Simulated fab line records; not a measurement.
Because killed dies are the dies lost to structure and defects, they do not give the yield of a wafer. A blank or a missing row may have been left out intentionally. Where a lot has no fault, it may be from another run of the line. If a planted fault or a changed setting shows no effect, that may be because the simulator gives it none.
Which of the tools did it? ; flow nand-harc ; Sampling: 12 lots, 36 wafers, 6 of 1159 route steps

## WHAT EACH GAUGE READ, for each wafer
NHARC_A_SOURCE_PLATE_THK_MEAS_09: measures by ellipsometry. Usual: 9.9 nm for thk-nm, sd 0.93.
lot;measured;on;thk-nm (nm);flag
L119;day 6 11:08;film-metro-02;11.0 11.3 8.4;
L123;day 7 21:29;film-metro-01;7.1 7.6 8.9;
L121;day 7 21:29;film-metro-02;7.8 10.9 9.9;
L122;day 7 21:30;film-metro-01;9.9 11.8 11.1;
L125;day 8 06:05;film-metro-02;11.7 9.7 10.4;
L129;day 9 11:08;film-metro-02;10.1 10.1 9.3;
L132;day 10 00:26;film-metro-01;10.7 9.5 11.5;
L134;day 10 10:01;film-metro-01;9.7 9.7 11.3;
L136;day 11 05:43;film-metro-01;9.9 9.4 7.6;
L137;day 11 11:56;film-metro-02;9.5 10.4 11.1;
L142;day 12 11:40;film-metro-02;10.0 9.9 9.5;
L140;day 12 11:40;film-metro-01;10.0 10.9 9.9;

NHARC_A_CHANNEL_HOLE_D1_INSPECT_12. Usual: 7 for raw-defect-count, sd 3.
lot;measured;on;raw-defect-count;flag
L119;day 7 15:43;defect-inspect-02;2 9 4;
L123;day 9 02:40;defect-inspect-01;8 11 8;
L121;day 9 03:32;defect-inspect-02;11 4 10;
L122;day 9 02:53;defect-inspect-02;5 9 13;
L125;day 9 16:29;defect-inspect-02;5 6 6;
L129;day 10 22:41;defect-inspect-02;5 8 7;
L132;day 11 07:02;defect-inspect-02;2 7 3;
L134;day 11 16:30;defect-inspect-02;5 7 8;
L136;day 12 17:50;defect-inspect-02;8 9 3;
L137;day 12 15:57;defect-inspect-02;20 10 7;
L142;day 13 20:08;defect-inspect-01;3 7 4;
L140;day 13 18:38;defect-inspect-01;4 10 6;

NHARC_A_CHANNEL_HOLE_D1_INSPECT_40. Usual: 59 for raw-defect-count, sd 16.
lot;measured;on;raw-defect-count;flag
L119;day 7 22:40;defect-inspect-01;55 38 39;
L123;day 9 09:50;defect-inspect-01;39 49 86;
L121;day 9 14:11;defect-inspect-01;49 43 61;
L122;day 9 09:55;defect-inspect-02;62 68 56;
L125;day 10 00:26;defect-inspect-01;119 78 74;
L129;day 11 05:46;defect-inspect-01;46 39 51;
L132;day 11 14:01;defect-inspect-02;935 873 924;OFF
L134;day 11 23:32;defect-inspect-02;876 865 869;OFF
L136;day 13 03:36;defect-inspect-02;66 59 64;
L137;day 12 23:22;defect-inspect-01;58 80 72;
L142;day 14 05:45;defect-inspect-02;80 57 78;
L140;day 14 01:36;defect-inspect-01;36 33 41;

NHARC_END_SORT_01. Usual: killed-at-array 28, standard deviation 11; killed-at-other 0.5, standard deviation 0.87; killed-at-periphery 2.9, standard deviation 2.2; killed-dies 32, standard deviation 11; killed-open 3.2, standard deviation 1.9; killed-short 1.8, standard deviation 1.4.
lot;measured;on;killed-at-array;killed-at-other;killed-at-periphery;killed-dies;killed-open;killed-short;flag
L132;day 21 20:44;prober-01;90 110 122;0 0 0;1 4 0;91 114 122;4 6 1;3 1 4;OFF
L134;day 22 12:19;prober-01;112 106 136;1 2 0;2 2 2;115 110 138;5 2 3;1 2 3;OFF

## WHAT TOOL EACH LOT RAN ON (gives the tool, then ch and the chambers of the sampled wafers, and finally the start)
lot;NHARC_A_CHANNEL_HOLE_D1_ETCH_33;NHARC_A_CHANNEL_FILL_D1_STRIP_29
L119;har-etch-02 ch 0,1, day 7 20:56;rie-diel-10 ch 0,1,3, no start
L123;har-etch-02 ch 1, day 9 08:06;rie-diel-01 ch 0,1,2, no start
L121;har-etch-02 ch 0, day 9 12:20;rie-diel-10 ch 0,1,3, no start
L122;har-etch-01 ch 0,1, day 9 08:09;rie-diel-01 ch 0,1,3, no start
L125;har-etch-01 ch 0, day 9 22:43;rie-diel-01 ch 1,3, no start
L129;har-etch-02 ch 0,1, day 11 03:58;rie-diel-05 ch 0,1,2, no start
L132;har-etch-01 ch 0,1, day 11 12:19;rie-diel-01 ch 0,1, day 21 20:44 or earlier
L134;har-etch-01 ch 0,1, day 11 21:44;rie-diel-01 ch 0,1,3, day 22 12:19 or earlier
L136;har-etch-02 ch 0,1, day 13 01:49;rie-diel-05 ch 0,2,3, no start
L137;har-etch-02 ch 0,1, day 12 21:41;rie-diel-01 ch 1,2, no start
L142;har-etch-02 ch 0,1, day 14 04:03;rie-diel-01 ch 0,2,3, no start
L140;har-etch-02 ch 0,1, day 13 23:56;rie-diel-05 ch 0,1, no start
- NHARC_A_CHANNEL_HOLE_D1_ETCH_33: etches the open film in C4F8/O2/Ar, time 90 s, target depth 400 nm.
- NHARC_A_CHANNEL_FILL_D1_STRIP_29: strips in O2, time 20 s.

## AS READ BY THE TOOLS THEMSELVES (means over the sampled wafers that have a number; for cases with no such wafer, the mark the record gives instead)
NHARC_A_CHANNEL_HOLE_D1_ETCH_33. Usual: bias-v 400 V, standard deviation 3.5; drypump-motor-current-A 5.7 A, standard deviation 0.35; showerhead-plenum-p-Torr 3.80 Torr, standard deviation 0.09; throttle-valve-pct 27.618 %, standard deviation 0.0087.
lot;tool;bias-v (V);drypump-motor-current-A (A);showerhead-plenum-p-Torr (Torr);throttle-valve-pct (%);flag
L119;har-etch-02;396;5.5;3.86;27.614;
L123;har-etch-02;399;5.3;3.92;27.618;
L121;har-etch-02;400;6.0;3.72;27.622;
L122;har-etch-01;399;5.7;3.81;27.611;
L125;har-etch-01;399;5.4;3.86;27.620;
L129;har-etch-02;403;5.5;3.84;27.625;
L132;har-etch-01;402;5.7;3.80;27.618;
L134;har-etch-01;399;5.8;3.75;27.618;
L136;har-etch-02;401;5.8;3.76;27.617;
L137;har-etch-02;398;5.8;3.76;27.619;
L142;har-etch-02;398;5.5;3.82;27.618;
L140;har-etch-02;403;5.8;3.76;27.620;

NHARC_A_CHANNEL_FILL_D1_STRIP_29. Usual: drypump-motor-current-A 5.8 A, standard deviation 0.45; oes-product-au 0.998 a.u., standard deviation 0.014; rf-vpp-V 57.7 V, standard deviation 0.79; showerhead-plenum-p-Torr 3.51 Torr, standard deviation 0.13; throttle-valve-pct 17.037 %, standard deviation 0.0097.
lot;tool;drypump-motor-current-A (A);oes-product-au (a.u.);rf-vpp-V (V);showerhead-plenum-p-Torr (Torr);throttle-valve-pct (%);flag
L119;rie-diel-10;5.8;1.005;58.3;3.49;17.036;
L123;rie-diel-01;5.8;0.992;58.1;3.59;17.034;
L121;rie-diel-10;5.9;1.002;57.9;3.48;17.040;
L122;rie-diel-01;5.7;1.013;58.1;3.45;17.034;
L125;rie-diel-01;5.9;1.003;57.7;3.41;17.043;
L129;rie-diel-05;5.8;0.986;57.6;3.50;17.027;
L132;rie-diel-01;5.6;1.010;57.5;3.48;17.036;
L134;rie-diel-01;5.7;1.011;57.6;3.45;17.039;
L136;rie-diel-05;5.6;0.991;58.1;3.49;17.028;
L137;rie-diel-01;6.0;0.989;57.7;3.65;17.041;
L142;rie-diel-01;5.6;1.000;57.6;3.49;17.031;
L140;rie-diel-05;6.0;0.995;58.0;3.56;17.053;

## THE ANSWER, worked out from the rows above alone
Rule: take the mean of a lot's wafers that have a number; if it is more than 3 standard deviations from the usual mean, the lot is off. A lot without any number at a reading at which 4 lots or more have one is off too. Where the step has rows for the other lots, those lots are counted as sound. Order of review: gauges by route order, followed by the tools' own readings, for which a lot's mean as printed above is used. The first step at which some lot is off is used, and at that step the reading that is off furthest; a lot without a number counts as furthest.
Off, at NHARC_A_CHANNEL_HOLE_D1_INSPECT_40 on raw-defect-count: L132, L134.
If a tool, at a process step before that reading, ran all the lots that are off and no sound lot after the first of them, it fits. The gauges at NHARC_A_CHANNEL_HOLE_D1_INSPECT_40 aren't tried: what is off there is off at NHARC_END_SORT_01 too, on other tools, and a gauge's error can't cause that. One candidate fits, namely har-etch-01 at NHARC_A_CHANNEL_HOLE_D1_ETCH_33. A fault onset in the window from L125 (day 9 22:43, its last sound lot) to L132 (day 11 12:19, its first lot off) fits.

## WHAT WAS PUT IN BY THE SIMULATOR
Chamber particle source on har-etch-01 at NHARC_A_CHANNEL_HOLE_D1_ETCH_33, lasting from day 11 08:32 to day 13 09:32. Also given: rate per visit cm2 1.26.
Lots struck among those shown: L132, L134. The rule above reached the same finding.
